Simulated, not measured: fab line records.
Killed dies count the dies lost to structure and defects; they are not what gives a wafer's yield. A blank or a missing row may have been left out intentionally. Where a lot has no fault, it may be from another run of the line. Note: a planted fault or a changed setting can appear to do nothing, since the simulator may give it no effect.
Matching of chambers | flow n5Finfet | N5_BEOL_M12_ILD_DEP_00 on pecvd-03 has 3 sister chambers
The step deposits SiOC from DEMS/O2, target thk 658.92 nm, time 130.7 s. 3 wafers are shown with their chamber, then 12 later ones without.

## WAFERS, EACH WITH ITS CHAMBER
wafer  | chamber | throttleValvePct (%)
L089.5 | 0       | 11.7
L090.1 | 1       | 12.2
L090.5 | 2       | 11.2

## WAFERS WITH NO CHAMBER GIVEN
wafer  | throttleValvePct (%)
L093.2 | 12.4
L093.4 | 12.2
L093.5 | 11.3
L094.1 | 11.7
L094.4 | 11.6
L094.6 | 12.4
L096.1 | 11.5
L096.3 | 12.1
L096.4 | 11.5
L097.2 | 12.0
L097.5 | 11.4
L097.6 | 11.9

## CHAMBER TAKEN BY EACH
wafer  | from the rows above     | in truth
L093.2 | 1                       | 1
L093.4 | 1                       | 1
L093.5 | can't be placed: 2 or 0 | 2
L094.1 | 0                       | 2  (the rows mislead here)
L094.4 | can't be placed: 0 or 2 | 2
L094.6 | 1                       | 1
L096.1 | can't be placed: 0 or 2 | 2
L096.3 | can't be placed: 1 or 0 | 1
L096.4 | can't be placed: 0 or 2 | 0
L097.2 | can't be placed: 1 or 0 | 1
L097.5 | can't be placed: 2 or 0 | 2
L097.6 | can't be placed: 0 or 1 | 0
3 of 12 placed correctly. From these rows, 8 cannot be placed; in 8 the true chamber is one of the candidates. Placed wrongly: 1.
How it was worked out, from the rows above alone: a wafer's distance from a chamber is the root of the sum, over the readings, of the square of ((its reading less the chamber's mean) divided by the reading's scatter). If the next closest chamber is less than 2 further off than the closest, the wafer can't be placed; otherwise it belongs to the closest. For every chamber, the mean is computed from those of its wafers that are shown. The scatter (one wafer shown for each chamber): square how far every hidden wafer sits from the nearest shown wafer, average those squares and take the square root.
